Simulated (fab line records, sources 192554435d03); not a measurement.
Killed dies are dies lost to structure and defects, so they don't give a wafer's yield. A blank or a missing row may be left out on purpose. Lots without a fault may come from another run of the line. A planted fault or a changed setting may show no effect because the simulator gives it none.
Chamber matching | flow n5_finfet | N5_BEOL_M5_DEP_56 on pecvd-03: 3 sister chambers
The step deposits SiCN from 3MS/NH3, target thk 8 nm, time 14 s. 3 wafers are shown with their chamber, then 10 later ones without.

WAFERS WITH THEIR CHAMBER
wafer  | chamber | throttle_valve_pct (%)
L078.6 | 0       | 11.3
L096.3 | 1       | 9.1
L096.5 | 2       | 8.3

WAFERS WITHOUT THEIR CHAMBER
wafer  | throttle_valve_pct (%)
L096.6 | 9.4
L095.1 | 8.2
L095.2 | 11.0
L095.3 | 8.3
L095.4 | 10.8
L095.5 | 8.0
L095.6 | 11.0
L097.2 | 8.2
L097.3 | 11.0
L097.5 | 8.4

WHICH CHAMBER EACH WENT THROUGH
wafer  | from the rows above | in truth
L096.6 | 1                   | 1
L095.1 | 2                   | 2
L095.2 | 0                   | 0
L095.3 | 2                   | 2
L095.4 | 0                   | 0
L095.5 | 2                   | 2
L095.6 | 0                   | 0
L097.2 | 2                   | 2
L097.3 | 0                   | 0
L097.5 | 2                   | 2
Placed correctly: 10 of 10. Can't be placed from these rows: 0. Placed wrongly: 0.
How it was worked out, from the rows above alone: a wafer's distance from a chamber is the root of the sum, over the readings, of the square of ((its reading less the chamber's mean) divided by the reading's scatter). The wafer belongs to the nearest chamber; if the next one is less than 2 further off, it can't be placed. A chamber's mean is the mean of its shown wafers. The scatter: with one shown wafer a chamber, the root of the mean of the squares of how far each hidden wafer lies from its nearest shown one.
